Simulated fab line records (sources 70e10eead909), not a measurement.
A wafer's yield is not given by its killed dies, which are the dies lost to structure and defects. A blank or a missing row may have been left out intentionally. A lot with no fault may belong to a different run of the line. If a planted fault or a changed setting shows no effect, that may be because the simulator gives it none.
fab line records    flow nandHarc
[record] lots = 14  wafers = 39  lastDay = 33
route steps=1302 shown P_CONTACT@246 P_M0@265 END@1302
lots untouched by any fault: they come from a run of this same line in which no faults occurred
startH: hours from the record's first day to the start of the lot's first wafer shown    waitH: hours from the lot's prior step to this one    " repeats the value in the row above    L1.1+2: a row that stands for several wafers    - no value, or no start given    * or withheld: withheld    < > ~ a bound
route shown NAME@n: NAME is a module with steps in the file, n the number in the route of the first one    usual: mean/standard deviation taken from wafers without a fault    same: alike in all rows    chamber/n: place in a boat    sites: readings site by site    _std_site: their standard deviation    _edge_site: mean of outer sites minus mean of inner sites    radiusMm: for every site, how far away it sits from the centre of the wafer    mask NAME#n: copy n    behind: the tool/chamber that last shaped the wafer    hold: the reason the lot was held/the length of the hold in hours/how it ended    device: the n, p or np transistor that did not switch    end of line: the route-end tests of the same wafers    where a step has no rows: the recipe by itself    killed: not the wafer's yield, but the dies lost to structure and defects at the first sort    map: a wafer's dies, x killed, . not, _ none there
set.NAME: the setting the step ran with; set.NAME@STEP: the setting that earlier step ran with    model.NAME: the simulator's own value behind a step, which no gauge read
a sample of lots followed through the steps of the route, with each step as a table and each wafer as a row
services: when a tool's chamber went out of use (startH, in hours from the record's first day, below 0 if earlier), for how many hours, and the reason
[[steps]]
[step NHARC_P_CONTACT_PVD_32]
[recipe] targetThkA = 50  chamberPressurePa = 5  powerW = 5000  substrateTempC = 200  timeS = 17.7  material = Ti
[usual] throttleValvePct = 29.5/0.99
lot.wafer  tool           chamber  startH  waitH  throttleValvePct
L814.4     pvdSputter-01  -        -       -      27.2
L814.3     "              -        "       "      28.9
L814.6     "              -        "       "      27.0
L813.4     pvdSputter-01  -        -       -      29.5
L813.3     "              -        "       "      29.1
L813.5     "              -        "       "      29.7
L815.1     pvdSputter-02  -        -       -      27.8
L815.2     "              -        "       "      29.5
L815.5     "              -        "       "      27.5
L816.3     pvdSputter-03  -        -       -      31.4
L816.2     "              -        "       "      28.9
L816.4     "              -        "       "      29.5
L818.4     pvdSputter-02  -        -       -      27.7
L818.3     "              -        "       "      30.4
L818.1     "              -        "       "      30.8
L819.1     pvdSputter-01  -        -       -      29.9
L819.4     "              -        "       "      28.9
L819.2     "              -        "       "      27.1
L820.2     pvdSputter-01  -        -       -      26.9
L820.3     "              -        "       "      29.5
L820.6     "              -        "       "      28.8
L822.3     pvdSputter-03  -        -       -      29.4
L822.4     "              -        "       "      31.2
L822.6     "              -        "       "      29.4
L823.2     pvdSputter-02  -        -       -      30.0
L823.5     "              -        "       "      30.5
L826.1     pvdSputter-02  -        -       -      27.6
L834.4     pvdSputter-03  -        -       -      29.6
L834.1     "              -        "       "      29.5
L834.2     "              -        "       "      29.9
L833.2     pvdSputter-02  -        -       -      30.1
L833.6     "              -        "       "      29.9
L833.5     "              -        "       "      30.2
L835.4     pvdSputter-03  -        -       -      29.6
L835.2     "              -        "       "      29.4
L835.6     "              -        "       "      31.1
L836.3     pvdSputter-03  -        -       -      31.1
L836.4     "              -        "       "      29.4
L836.5     "              -        "       "      29.4
[step NHARC_P_M0_INSPECT_11]
[usual] rawDefectCount = 5/3.4
lot.wafer  tool              chamber  startH  waitH  rawDefectCount
L814.3     defectInspect-02  -        126.68  0.0    6
L814.4     "                 -        "       "      8
L814.6     "                 -        "       "      8
L813.3     defectInspect-02  -        127.41  0.0    3
L813.4     "                 -        "       "      2
L813.5     "                 -        "       "      2
L815.1     defectInspect-02  -        141.13  0.0    4
L815.2     "                 -        "       "      2
L815.5     "                 -        "       "      2
L816.2     defectInspect-02  -        154.71  0.0    0
L816.3     "                 -        "       "      6
L816.4     "                 -        "       "      4
L818.1     defectInspect-02  -        174.43  0.0    5
L818.3     "                 -        "       "      6
L818.4     "                 -        "       "      2
L819.1     defectInspect-01  -        187.35  0.0    9
L819.2     "                 -        "       "      7
L819.4     "                 -        "       "      9
L820.2     defectInspect-01  -        196.01  0.0    5
L820.3     "                 -        "       "      6
L820.6     "                 -        "       "      2
L822.3     defectInspect-01  -        210.50  0.0    4
L822.4     "                 -        "       "      9
L822.6     "                 -        "       "      1
L823.2     defectInspect-01  -        219.67  0.0    5
L823.5     "                 -        "       "      2
L826.1     defectInspect-02  -        247.95  0.0    2
L834.1     defectInspect-02  -        329.18  0.0    6
L834.2     "                 -        "       "      4
L834.4     "                 -        "       "      3
L833.2     defectInspect-01  -        329.45  0.0    5
L833.5     "                 -        "       "      2
L833.6     "                 -        "       "      8
L835.2     defectInspect-02  -        338.28  0.0    19
L835.4     "                 -        "       "      13
L835.6     "                 -        "       "      17
L836.3     defectInspect-01  -        347.78  0.0    2
L836.4     "                 -        "       "      4
L836.5     "                 -        "       "      3
[step NHARC_P_M0_PVD_21]
[recipe] targetThkA = 300  chamberPressurePa = 5  powerW = 5000  substrateTempC = 30  timeS = 20.49  material = Cu
[usual] throttleValvePct = 29.4/1
lot.wafer  tool           chamber  startH  waitH  throttleValvePct
L814.4     pvdSputter-03  -        -       -      31.4
L814.3     "              -        "       "      28.6
L814.6     "              -        "       "      31.1
L813.3     pvdSputter-02  -        -       -      29.2
L813.4     "              -        "       "      27.6
L813.5     "              -        "       "      29.5
L815.1     pvdSputter-02  -        -       -      30.4
L815.2     "              -        "       "      30.5
L815.5     "              -        "       "      29.3
L816.3     pvdSputter-01  -        -       -      29.1
L816.4     "              -        "       "      29.4
L816.2     "              -        "       "      27.1
L818.3     pvdSputter-01  -        -       -      27.0
L818.4     "              -        "       "      29.7
L818.1     "              -        "       "      28.8
L819.4     pvdSputter-01  -        -       -      29.5
L819.2     "              -        "       "      27.1
L819.1     "              -        "       "      29.5
L820.3     pvdSputter-01  -        -       -      29.6
L820.2     "              -        "       "      27.0
L820.6     "              -        "       "      29.2
L822.3     pvdSputter-03  -        -       -      31.2
L822.4     "              -        "       "      29.6
L822.6     "              -        "       "      29.3
L823.2     pvdSputter-02  -        -       -      27.6
L823.5     "              -        "       "      30.1
L826.1     pvdSputter-01  -        -       -      29.8
L834.1     pvdSputter-01  -        -       -      29.2
L834.2     "              -        "       "      28.2
L834.4     "              -        "       "      30.3
L833.2     pvdSputter-03  -        -       -      31.1
L833.6     "              -        "       "      29.5
L833.5     "              -        "       "      29.6
L835.4     pvdSputter-02  -        -       -      30.3
L835.2     "              -        "       "      30.3
L835.6     "              -        "       "      30.4
L836.4     pvdSputter-02  -        -       -      30.1
L836.3     "              -        "       "      30.2
L836.5     "              -        "       "      30.2
[step NHARC_P_M0_CMP_23]
[recipe] tOverpolishS = 20  targetThkNm = 117.54
[usual] edgeZonePressureFrac = 1.000/0.0047  motorCurrentA = 12.0/1  timeToEndpointS = 29/3.2
lot.wafer  tool    chamber  startH  waitH  edgeZonePressureFrac  motorCurrentA  timeToEndpointS
L814.3     cmp-03  1        128.79  -      1.003                 11.8           29
L814.4     "       3        "       "      1.003                 13.6           28
L814.6     "       1        "       "      1.000                 11.9           26
L813.3     cmp-04  3        129.46  -      0.999                 12.3           28
L813.4     "       1        "       "      0.998                 11.7           28
L813.5     "       3        "       "      0.998                 11.8           31
L815.2     cmp-02  3        143.36  -      1.003                 10.6           30
L815.1     "       2        "       "      1.003                 11.8           30
L815.5     "       3        "       "      1.005                 11.4           26
L816.3     cmp-03  0        156.84  -      0.998                 10.7           32
L816.2     "       1        "       "      0.996                 10.8           27
L816.4     "       2        "       "      0.999                 10.9           25
L818.1     cmp-04  1        176.60  -      1.000                 11.8           27
L818.4     "       2        "       "      0.995                 14.5           33
L818.3     "       0        "       "      1.001                 11.3           33
L819.2     cmp-04  1        189.47  -      1.006                 12.1           29
L819.4     "       2        "       "      1.000                 14.2           33
L819.1     "       3        "       "      0.998                 12.3           30
L820.3     cmp-02  3        198.11  -      0.994                 11.4           27
L820.2     "       0        "       "      0.999                 11.9           30
L820.6     "       2        "       "      1.004                 11.3           27
L822.4     cmp-03  2        212.68  -      0.997                 10.9           29
L822.3     "       3        "       "      1.000                 12.8           30
L822.6     "       2        "       "      1.002                 11.5           25
L823.2     cmp-03  1        221.94  -      1.001                 11.9           16
L823.5     "       1        "       "      1.002                 11.9           16
L826.1     cmp-03  1        250.37  -      0.995                 11.5           14
L834.4     cmp-03  3        331.34  -      1.001                 13.5           27
L834.1     "       0        "       "      1.003                 10.5           29
L834.2     "       2        "       "      0.996                 11.6           24
L833.2     cmp-04  3        331.56  -      1.008                 12.3           31
L833.6     "       1        "       "      1.000                 12.2           28
L833.5     "       2        "       "      1.002                 14.3           32
L835.4     cmp-02  1        341.12  -      1.005                 12.9           25
L835.2     "       3        "       "      1.007                 10.8           26
L835.6     "       1        "       "      1.005                 13.3           26
L836.4     cmp-04  2        349.90  -      0.996                 13.7           30
L836.3     "       3        "       "      1.001                 11.7           29
L836.5     "       1        "       "      1.001                 11.7           23
[step NHARC_P_M0_THK_MEAS_24]
[recipe] thkMeasGauge = xrf
[usual] thkNm = 117.5/1.6
lot.wafer  tool          chamber  startH  waitH  thkNm
L814.3     filmMetro-02  -        129.07  -      116.1
L814.4     "             -        "       "      114.1
L814.6     "             -        "       "      116.9
L813.3     filmMetro-02  -        129.78  -      120.3
L813.4     "             -        "       "      116.1
L813.5     "             -        "       "      119.8
L815.1     filmMetro-02  -        143.67  -      117.5
L815.2     "             -        "       "      118.6
L815.5     "             -        "       "      113.7
L816.2     filmMetro-02  -        157.16  -      116.2
L816.3     "             -        "       "      119.2
L816.4     "             -        "       "      116.0
L818.1     filmMetro-01  -        176.91  -      114.6
L818.3     "             -        "       "      116.7
L818.4     "             -        "       "      118.8
L819.1     filmMetro-01  -        189.78  -      118.0
L819.2     "             -        "       "      116.3
L819.4     "             -        "       "      120.4
L820.2     filmMetro-01  -        198.40  -      117.7
L820.3     "             -        "       "      116.0
L820.6     "             -        "       "      116.2
L822.3     filmMetro-02  -        212.99  -      119.2
L822.4     "             -        "       "      117.0
L822.6     "             -        "       "      116.4
L823.2     filmMetro-02  -        222.26  -      108.6
L823.5     "             -        "       "      110.9
L826.1     filmMetro-01  -        250.63  -      112.0
L834.1     filmMetro-01  -        331.66  -      117.2
L834.2     "             -        "       "      113.3
L834.4     "             -        "       "      113.4
L833.2     filmMetro-02  -        331.83  -      117.9
L833.5     "             -        "       "      117.7
L833.6     "             -        "       "      117.3
L835.2     filmMetro-02  -        341.41  -      116.2
L835.4     "             -        "       "      117.3
L835.6     "             -        "       "      116.3
L836.3     filmMetro-01  -        350.16  -      118.0
L836.4     "             -        "       "      119.7
L836.5     "             -        "       "      116.8
[step NHARC_END_SORT_01]
[recipe] tempC = 25
[usual] defectLimitedYield = 91/3.2  killedAtArray = 58/22  killedAtOther = 1.0/1.3  killedAtPeriphery = 5/3.4  killedDies = 64/22  killedOpen = 3.6/1.8  killedShort = 2.4/1.7
[same] grossDies = 677
lot.wafer  tool       chamber  startH  waitH  defectLimitedYield[%]  killedAtArray  killedAtOther  killedAtPeriphery  killedDies  killedOpen  killedShort
L813.3     prober-01  0        571.12  3.1    89                     72             0              2                  74          6           3
L813.4     prober-01  0        571.91  3.4    90                     67             0              1                  68          2           1
L813.5     prober-01  0        572.70  3.7    91                     59             0              2                  61          2           3
L814.3     prober-02  0        575.61  3.1    92                     48             0              9                  57          3           5
L814.4     prober-02  0        576.40  3.4    91                     57             0              5                  62          3           4
L814.6     prober-02  0        577.99  4.0    92                     49             0              5                  54          3           2
L815.1     prober-01  0        581.48  2.5    91                     55             0              3                  58          4           2
L815.2     prober-01  0        582.27  2.8    92                     50             1              0                  51          1           1
L815.5     prober-01  0        584.67  3.7    92                     55             1              1                  57          4           4
L816.2     prober-02  0        594.49  2.8    88                     80             3              0                  83          3           4
L816.3     prober-02  0        595.28  3.1    85                     102            0              1                  103         1           1
L816.4     prober-02  0        596.07  3.4    84                     101            2              2                  105         3           3
L819.1     prober-02  0        622.27  2.5    92                     40             2              12                 54          1           3
L819.2     prober-02  0        623.07  2.8    93                     41             0              5                  46          5           1
L819.4     prober-02  0        624.66  3.4    89                     64             1              9                  74          6           4
L818.1     prober-01  0        630.86  2.5    94                     34             4              4                  42          8           1
L818.3     prober-01  0        632.47  3.1    95                     27             2              8                  37          6           2
L818.4     prober-01  0        633.27  3.4    95                     34             0              3                  37          4           3
L820.2     prober-02  0        635.91  2.8    88                     77             0              4                  81          4           2
L820.3     prober-02  0        636.72  3.1    88                     77             1              2                  80          2           1
L820.6     prober-02  0        639.14  4.0    88                     80             1              2                  83          4           6
L822.3     prober-02  0        648.57  3.1    91                     52             4              3                  59          2           0
L822.4     prober-02  0        649.36  3.4    92                     49             2              5                  56          1           2
L822.6     prober-02  0        650.95  4.0    91                     60             2              2                  64          2           0
L823.2     prober-02  0        658.36  2.8    92                     51             1              5                  57          4           3
L823.5     prober-02  0        660.76  3.7    94                     39             0              0                  39          2           1
L826.1     prober-02  0        677.43  2.5    84                     102            0              3                  105         2           4
L834.1     prober-02  0        771.86  2.5    96                     26             1              3                  30          4           6
L834.2     prober-02  0        772.66  2.8    96                     27             0              3                  30          2           4
L834.4     prober-02  0        774.25  3.4    95                     28             1              3                  32          4           3
L833.2     prober-01  0        772.10  2.8    86                     88             3              2                  93          6           6
L833.5     prober-01  0        774.48  3.7    88                     78             0              0                  78          1           5
L833.6     prober-01  0        775.28  4.0    89                     66             0              7                  73          7           3
L835.2     prober-01  0        779.88  2.8    85                     84             2              16                 102         7           3
L835.4     prober-01  0        781.50  3.4    87                     73             2              14                 89          5           4
L835.6     prober-01  0        783.12  4.0    89                     60             0              14                 74          5           2
L836.3     prober-02  0        789.22  3.1    91                     55             0              3                  58          2           3
L836.4     prober-02  0        790.02  3.4    93                     44             0              3                  47          3           0
L836.5     prober-02  0        790.82  3.7    91                     55             1              3                  59          4           2
// killed by level:class
L813.3 A_CHANNEL_HOLE_D2:chamberFilmFlake=38 A_SLIT:chamberFilmFlake=17 A_STAIRCASE:chamberFilmFlake=3 A_WL_FILL:geometricParticle:open=2 A_CHANNEL_HOLE_D1:chamberFilmFlake=2 A_WL_FILL:chamberFilmFlake=2 A_SOURCE_PLATE:geometricParticle:short=1 A_CHANNEL_HOLE_D1:geometricParticle:open=1
L813.4 A_CHANNEL_HOLE_D2:chamberFilmFlake=41 A_SLIT:chamberFilmFlake=17 A_STAIRCASE:chamberFilmFlake=3 A_CONTACT:chamberFilmFlake=2 A_ONON_D1:geometricParticle:short=1 A_WL_FILL:geometricParticle:open=1 A_CONTACT:geometricParticle:open=1 P_BONDPAD:chamberFilmFlake=1
L813.5 A_CHANNEL_HOLE_D2:chamberFilmFlake=30 A_SLIT:chamberFilmFlake=19 A_STAIRCASE:chamberFilmFlake=3 A_ONON_D2:geometricParticle:short=2 P_BONDPAD:chamberFilmFlake=2 A_ONON_D1:geometricParticle:short=1 A_CHANNEL_FILL_D2:geometricParticle:open=1 A_SGD_CUT:geometricParticle:open=1
L814.3 A_CHANNEL_HOLE_D1:chamberFilmFlake=25 A_CHANNEL_HOLE_D2:chamberFilmFlake=5 A_CONTACT:chamberFilmFlake=5 P_CONTACT:chamberFilmFlake=4 A_DECK1_JOINT:geometricParticle:short=3 A_CHANNEL_FILL_D2:chamberFilmFlake=3 P_STI:chamberFilmFlake=2 P_BONDPAD:chamberFilmFlake=2
L814.4 A_CHANNEL_HOLE_D1:chamberFilmFlake=32 A_CHANNEL_HOLE_D2:chamberFilmFlake=6 A_CONTACT:chamberFilmFlake=5 A_STAIRCASE:chamberFilmFlake=4 A_ONON_D2:geometricParticle:open=2 A_CHANNEL_FILL_D2:geometricParticle:short=2 P_STI:chamberFilmFlake=2 A_DECK1_JOINT:chamberFilmFlake=2
L814.6 A_CHANNEL_HOLE_D1:chamberFilmFlake=29 A_CHANNEL_HOLE_D2:chamberFilmFlake=6 A_STAIRCASE:chamberFilmFlake=4 A_CONTACT:chamberFilmFlake=3 P_ZERO_WELL:chamberFilmFlake=2 A_DECK1_JOINT:geometricParticle:open=1 A_DECK1_JOINT:geometricParticle:short=1 A_ONON_D2:geometricParticle:open=1
L815.1 A_CHANNEL_HOLE_D1:chamberFilmFlake=28 A_CHANNEL_HOLE_D2:chamberFilmFlake=9 A_SGD_CUT:chamberFilmFlake=4 A_STAIRCASE:chamberFilmFlake=3 A_CONTACT:unspecified=3 A_ZERO_WELL:chamberFilmFlake=2 P_ZERO_WELL:geometricParticle:short=1 P_GATE:geometricParticle:open=1
L815.2 A_CHANNEL_HOLE_D1:chamberFilmFlake=31 A_CHANNEL_HOLE_D2:chamberFilmFlake=5 A_CONTACT:chamberFilmFlake=5 A_SGD_CUT:chamberFilmFlake=3 A_WL_FILL:chamberFilmFlake=2 A_DECK1_JOINT:geometricParticle:open=1 A_WL_FILL:geometricParticle:short=1 A_DECK1_JOINT:chamberFilmFlake=1
L815.5 A_CHANNEL_HOLE_D1:chamberFilmFlake=31 A_CHANNEL_HOLE_D2:chamberFilmFlake=6 A_SGD_CUT:chamberFilmFlake=4 A_STAIRCASE:chamberFilmFlake=3 A_CONTACT:chamberFilmFlake=3 A_M0:geometricParticle:short=2 P_CONTACT:geometricParticle:open=1 A_CHANNEL_FILL_D1:geometricParticle:short=1
L816.2 A_SLIT:chamberFilmFlake=27 A_CHANNEL_HOLE_D2:chamberFilmFlake=25 A_CHANNEL_HOLE_D1:chamberFilmFlake=16 A_CONTACT:chamberFilmFlake=3 HYBRID_BOND:chamberFilmFlake=3 A_ONON_D1:geometricParticle:short=1 A_CHANNEL_FILL_D1:geometricParticle:short=1 A_ONON_D2:geometricParticle:short=1
L816.3 A_CHANNEL_HOLE_D1:chamberFilmFlake=34 A_CHANNEL_HOLE_D2:chamberFilmFlake=30 A_SLIT:chamberFilmFlake=23 A_STAIRCASE:chamberFilmFlake=4 A_BLC:chamberFilmFlake=3 A_CONTACT:chamberFilmFlake=2 A_WL_FILL:chamberFilmFlake=2 A_ONON_D1:geometricParticle:open=1
L816.4 A_CHANNEL_HOLE_D1:chamberFilmFlake=34 A_CHANNEL_HOLE_D2:chamberFilmFlake=28 A_SLIT:chamberFilmFlake=22 A_M1:chamberFilmFlake=3 A_DECK1_JOINT:chamberFilmFlake=2 A_STAIRCASE:chamberFilmFlake=2 A_WL_FILL:chamberFilmFlake=2 P_GATE:geometricParticle:open=1
L819.1 A_CHANNEL_HOLE_D2:chamberFilmFlake=30 P_GATE:chamberFilmFlake=4 A_WL_FILL:geometricParticle:short=3 P_STI:chamberFilmFlake=3 P_M1:chamberFilmFlake=2 P_BONDPAD:chamberFilmFlake=2 A_CHANNEL_FILL_D1:chamberFilmFlake=2 A_SLIT:chamberFilmFlake=2
L819.2 A_CHANNEL_HOLE_D2:chamberFilmFlake=26 A_CHANNEL_FILL_D1:chamberFilmFlake=5 A_SLIT:chamberFilmFlake=3 P_STI:chamberFilmFlake=2 P_CONTACT:geometricParticle:open=1 P_M2:geometricParticle:open=1 A_ONON_D2:geometricParticle:open=1 A_WL_FILL:geometricParticle:short=1
L819.4 A_CHANNEL_HOLE_D2:chamberFilmFlake=37 A_CHANNEL_HOLE_D1:chamberFilmFlake=5 A_SLIT:chamberFilmFlake=4 A_CONTACT:chamberFilmFlake=4 A_WL_FILL:geometricParticle:short=3 A_WL_FILL:geometricParticle:open=2 P_ZERO_WELL:chamberFilmFlake=2 P_STI:chamberFilmFlake=2
L818.1 A_CHANNEL_HOLE_D2:chamberFilmFlake=11 A_CONTACT:chamberFilmFlake=6 THIN_TSV:chamberFilmFlake=4 A_STAIRCASE:chamberFilmFlake=4 A_DECK1_JOINT:geometricParticle:open=2 A_CHANNEL_HOLE_D1:chamberFilmFlake=2 A_DECK1_JOINT:chamberFilmFlake=2 P_STI:geometricParticle:open=1
L818.3 A_CHANNEL_HOLE_D2:chamberFilmFlake=13 A_CHANNEL_HOLE_D1:chamberFilmFlake=4 A_CONTACT:chamberFilmFlake=4 P_STI:chamberFilmFlake=3 P_GATE:geometricParticle:open=2 P_ZERO_WELL:chamberFilmFlake=2 A_STAIRCASE:chamberFilmFlake=2 P_M0:geometricParticle:open=1
L818.4 A_CHANNEL_HOLE_D2:chamberFilmFlake=16 A_STAIRCASE:chamberFilmFlake=5 A_CONTACT:chamberFilmFlake=5 A_CHANNEL_HOLE_D1:chamberFilmFlake=2 A_CHANNEL_FILL_D2:geometricParticle:open=1 P_GATE:geometricParticle:short=1 P_CONTACT:geometricParticle:open=1 P_M0:geometricParticle:open=1
L820.2 A_CHANNEL_HOLE_D2:chamberFilmFlake=35 A_CHANNEL_HOLE_D1:chamberFilmFlake=34 A_CONTACT:chamberFilmFlake=5 P_M0:geometricParticle:open=2 P_CONTACT:geometricParticle:open=1 A_ONON_D1:geometricParticle:short=1 A_CHANNEL_FILL_D1:geometricParticle:open=1 A_DECK1_JOINT:geometricParticle:short=1
L820.3 A_CHANNEL_HOLE_D1:chamberFilmFlake=37 A_CHANNEL_HOLE_D2:chamberFilmFlake=26 A_CHANNEL_FILL_D1:chamberFilmFlake=4 A_DECK1_JOINT:chamberFilmFlake=4 A_SLIT:chamberFilmFlake=2 P_M0:geometricParticle:open=1 A_SGD_CUT:geometricParticle:short=1 A_WL_FILL:geometricParticle:open=1
L820.6 A_CHANNEL_HOLE_D1:chamberFilmFlake=37 A_CHANNEL_HOLE_D2:chamberFilmFlake=30 A_CONTACT:chamberFilmFlake=3 A_CHANNEL_FILL_D2:geometricParticle:short=2 A_CHANNEL_FILL_D1:chamberFilmFlake=2 P_M0:geometricParticle:open=1 P_M0:geometricParticle:short=1 A_ONON_D1:geometricParticle:short=1
L822.3 A_CHANNEL_HOLE_D1:chamberFilmFlake=36 A_CHANNEL_HOLE_D2:chamberFilmFlake=9 A_CONTACT:chamberFilmFlake=4 HYBRID_BOND:chamberFilmFlake=3 P_GATE:chamberFilmFlake=2 P_CONTACT:geometricParticle:open=1 A_CONTACT:geometricParticle:open=1 A_DECK1_JOINT:chamberFilmFlake=1
L822.4 A_CHANNEL_HOLE_D1:chamberFilmFlake=30 A_CHANNEL_HOLE_D2:chamberFilmFlake=10 P_GATE:chamberFilmFlake=4 A_STAIRCASE:chamberFilmFlake=3 A_CONTACT:chamberFilmFlake=2 THIN_TSV:chamberFilmFlake=2 A_SOURCE_PLATE:geometricParticle:short=1 A_CHANNEL_FILL_D1:geometricParticle:short=1
L822.6 A_CHANNEL_HOLE_D1:chamberFilmFlake=38 A_CHANNEL_HOLE_D2:chamberFilmFlake=14 A_CONTACT:chamberFilmFlake=4 THIN_TSV:chamberFilmFlake=2 P_GATE:geometricParticle:open=1 A_CHANNEL_FILL_D1:geometricParticle:open=1 P_GATE:chamberFilmFlake=1 A_SLIT:chamberFilmFlake=1
L823.2 A_SLIT:chamberFilmFlake=33 A_CHANNEL_HOLE_D1:chamberFilmFlake=4 A_CONTACT:chamberFilmFlake=4 A_CHANNEL_HOLE_D2:chamberFilmFlake=3 P_STI:chamberFilmFlake=2 P_CONTACT:geometricParticle:open=1 P_BONDPAD:geometricParticle:open=1 A_ONON_D1:geometricParticle:short=1
L823.5 A_SLIT:chamberFilmFlake=27 A_CHANNEL_HOLE_D1:chamberFilmFlake=5 A_CONTACT:chamberFilmFlake=2 A_SOURCE_PLATE:geometricParticle:open=1 A_SGD_CUT:geometricParticle:short=1 A_M0:geometricParticle:open=1 A_CHANNEL_HOLE_D2:chamberFilmFlake=1 A_WL_FILL:chamberFilmFlake=1
L826.1 A_CHANNEL_HOLE_D1:chamberFilmFlake=36 A_SLIT:chamberFilmFlake=36 A_CHANNEL_HOLE_D2:chamberFilmFlake=18 A_CHANNEL_FILL_D1:geometricParticle:short=2 A_WL_FILL:chamberFilmFlake=2 A_M1:chamberFilmFlake=2 P_CONTACT:geometricParticle:open=1 A_ONON_D2:geometricParticle:open=1
L834.1 A_SLIT:chamberFilmFlake=6 A_STAIRCASE:chamberFilmFlake=4 A_CHANNEL_HOLE_D1:chamberFilmFlake=3 A_CHANNEL_FILL_D1:geometricParticle:open=2 A_ONON_D2:geometricParticle:short=2 P_GATE:chamberFilmFlake=2 A_CONTACT:chamberFilmFlake=2 P_GATE:geometricParticle:short=1
L833.2 A_SLIT:chamberFilmFlake=28 A_CHANNEL_HOLE_D2:chamberFilmFlake=18 A_CHANNEL_HOLE_D1:chamberFilmFlake=14 A_CONTACT:chamberFilmFlake=10 A_STAIRCASE:chamberFilmFlake=4 A_WL_FILL:chamberFilmFlake=3 A_CHANNEL_HOLE_D1:geometricParticle:open=2 P_CONTACT:geometricParticle:open=1
L834.2 A_SLIT:chamberFilmFlake=11 A_ONON_D2:geometricParticle:short=2 A_CHANNEL_HOLE_D1:unspecified=2 A_CHANNEL_HOLE_D1:chamberFilmFlake=2 A_STAIRCASE:chamberFilmFlake=2 A_M1:chamberFilmFlake=2 P_CONTACT:geometricParticle:short=1 A_ONON_D1:geometricParticle:short=1
L834.4 A_SLIT:chamberFilmFlake=12 A_CONTACT:chamberFilmFlake=3 A_CHANNEL_FILL_D2:geometricParticle:open=2 A_CHANNEL_HOLE_D1:unspecified=2 A_STAIRCASE:chamberFilmFlake=2 P_GATE:geometricParticle:short=1 P_M1:geometricParticle:open=1 A_CHANNEL_FILL_D1:geometricParticle:short=1
L833.5 A_SLIT:chamberFilmFlake=29 A_CHANNEL_HOLE_D2:chamberFilmFlake=22 A_CHANNEL_HOLE_D1:chamberFilmFlake=11 A_CONTACT:chamberFilmFlake=5 A_WL_FILL:chamberFilmFlake=4 A_CHANNEL_HOLE_D2:geometricParticle:short=2 A_DECK1_JOINT:geometricParticle:open=1 A_DECK1_JOINT:geometricParticle:short=1
L833.6 A_SLIT:chamberFilmFlake=20 A_CHANNEL_HOLE_D2:chamberFilmFlake=18 A_CHANNEL_HOLE_D1:chamberFilmFlake=13 A_WL_FILL:chamberFilmFlake=3 A_CONTACT:chamberFilmFlake=3 P_M1:geometricParticle:open=2 P_STI:geometricParticle:short=1 P_M0:geometricParticle:open=1
L835.2 A_SLIT:chamberFilmFlake=36 A_CHANNEL_HOLE_D2:chamberFilmFlake=34 P_STI:chamberFilmFlake=8 P_CONTACT:chamberFilmFlake=4 A_CHANNEL_HOLE_D2:geometricParticle:open=2 A_ZERO_WELL:chamberFilmFlake=2 A_STAIRCASE:chamberFilmFlake=2 A_CONTACT:chamberFilmFlake=2
L835.4 A_SLIT:chamberFilmFlake=34 A_CHANNEL_HOLE_D2:chamberFilmFlake=29 P_STI:chamberFilmFlake=4 P_GATE:chamberFilmFlake=4 P_CONTACT:chamberFilmFlake=3 A_ONON_D1:geometricParticle:open=2 A_CHANNEL_FILL_D1:chamberFilmFlake=2 P_STI:geometricParticle:open=1
L835.6 A_SLIT:chamberFilmFlake=30 A_CHANNEL_HOLE_D2:chamberFilmFlake=17 P_CONTACT:chamberFilmFlake=6 P_STI:chamberFilmFlake=4 P_GATE:chamberFilmFlake=3 A_STAIRCASE:chamberFilmFlake=3 A_ONON_D1:geometricParticle:short=2 A_WL_FILL:geometricParticle:open=2
L836.3 A_CHANNEL_HOLE_D1:chamberFilmFlake=21 A_SLIT:chamberFilmFlake=13 A_CONTACT:chamberFilmFlake=12 A_ZERO_WELL:chamberFilmFlake=2 A_CHANNEL_HOLE_D2:chamberFilmFlake=2 A_WL_FILL:chamberFilmFlake=2 P_GATE:geometricParticle:open=1 P_CONTACT:geometricParticle:short=1
L836.4 A_CHANNEL_HOLE_D1:chamberFilmFlake=21 A_SLIT:chamberFilmFlake=7 A_CONTACT:chamberFilmFlake=7 P_CONTACT:geometricParticle:open=3 A_ZERO_WELL:chamberFilmFlake=3 A_WL_FILL:chamberFilmFlake=3 A_CHANNEL_FILL_D1:chamberFilmFlake=1 A_CHANNEL_HOLE_D2:chamberFilmFlake=1
L836.5 A_CHANNEL_HOLE_D1:chamberFilmFlake=21 A_SLIT:chamberFilmFlake=15 A_CONTACT:chamberFilmFlake=8 A_STAIRCASE:chamberFilmFlake=5 A_WL_FILL:chamberFilmFlake=2 P_CONTACT:geometricParticle:short=1 P_CONTACT:geometricParticle:open=1 P_M1:geometricParticle:open=1
[[services]]
tool           chamber  startH  hours  kind
cmp-04         -        111.29  4.0    pm
pvdSputter-02  -        117.84  10.0   pm
cmp-02         -        134.61  4.0    pm
cmp-03         -        135.64  1.2    repair
cmp-03         -        162.00  4.0    pm
pvdSputter-03  -        170.03  10.0   pm
cmp-03         -        178.06  3.1    repair
pvdSputter-03  -        180.82  9.6    repair
pvdSputter-02  -        186.20  3.7    repair
cmp-02         -        205.66  1.0    repair
pvdSputter-03  -        209.24  1.8    repair
cmp-04         -        209.29  4.0    pm
cmp-02         -        210.22  0.3    repair
pvdSputter-03  -        223.73  0.8    repair
pvdSputter-02  -        225.85  12.0   repair
pvdSputter-01  -        226.03  10.0   pm
cmp-02         -        232.61  4.0    pm
cmp-03         -        260.00  4.0    pm
cmp-03         -        267.49  2.9    repair
pvdSputter-02  -        295.84  10.0   pm
cmp-04         -        301.90  3.3    repair
cmp-04         -        307.29  4.0    pm
pvdSputter-01  -        322.53  0.6    repair
pvdSputter-03  -        348.03  10.0   pm
[[key]]
[firstSign] step = NHARC_P_M0_CMP_23  reading = timeToEndpointS  direction = down  sigmas = 4.3  usual = *  struck = *
[effect] step = NHARC_P_M0_THK_MEAS_24  reading = thkNm  direction = down  sigmas = 4.3  usual = 117.5  struck = 110.5
metAt NHARC_P_M0_CMP_23
struckLots L823,L826
notActingAt NHARC_P_CONTACT_PVD_32,NHARC_P_M0_INSPECT_11,NHARC_P_M0_PVD_21
onsetBetween 212.68 221.94
[fault] kind = processParameterDrift  tool = cmp-03  chamber = -  onsetH = 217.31  steps = NHARC_P_M0_CMP_23  channel = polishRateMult  offset = 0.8  shape = step  endH = 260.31
